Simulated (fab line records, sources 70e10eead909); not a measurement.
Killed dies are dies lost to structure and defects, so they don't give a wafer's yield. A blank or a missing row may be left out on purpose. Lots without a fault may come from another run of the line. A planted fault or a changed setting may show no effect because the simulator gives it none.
Chamber matching | flow nand_harc | NHARC_A_CHANNEL_HOLE_D1_ETCH_44 on rie_diel-07: 4 sister chambers
The step etches the open film in CF4/O2, target depth 140 nm, overetch 14 nm, time 77 s. 8 wafers are shown with their chamber, then 7 later ones without.

WAFERS WITH THEIR CHAMBER
wafer  | chamber | drypump_motor_current_A (A) | oes_product_au (a.u.)
L290.4 | 3       | 5.5                         | 0.995
L291.1 | 0       | 5.3                         | 1.004
L291.5 | 1       | 5.8                         | 0.986
L292.1 | 2       | 5.1                         | 1.007
L292.4 | 3       | 5.4                         | 0.984
L292.5 | 0       | 5.3                         | 0.992
L298.1 | 2       | 5.1                         | 1.005
L298.2 | 1       | 5.8                         | 0.999

WAFERS WITHOUT THEIR CHAMBER
wafer  | drypump_motor_current_A (A) | oes_product_au (a.u.)
L298.6 | 5.1                         | 1.001
L299.2 | 5.8                         | 1.000
L299.3 | 5.1                         | 1.015
L299.6 | 5.9                         | 0.997
L300.1 | 5.4                         | 0.979
L300.2 | 5.1                         | 1.001
L300.6 | 5.3                         | 1.013

WHICH CHAMBER EACH WENT THROUGH
wafer  | from the rows above     | in truth
L298.6 | 2                       | 2
L299.2 | 1                       | 1
L299.3 | 2                       | 2
L299.6 | 1                       | 1
L300.1 | can't be placed: 3 or 0 | 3
L300.2 | 2                       | 2
L300.6 | 0                       | 0
Placed correctly: 6 of 7. Can't be placed from these rows: 1 (the true chamber is among the candidates in 1). Placed wrongly: 0.
How it was worked out, from the rows above alone: a wafer's distance from a chamber is the root of the sum, over the readings, of the square of ((its reading less the chamber's mean) divided by the reading's scatter). The wafer belongs to the nearest chamber; if the next one is less than 2 further off, it can't be placed. A chamber's mean is the mean of its shown wafers. The scatter: the root of (the sum of the squares of (reading less its chamber's mean) over the shown wafers, divided by (wafers less chambers)).
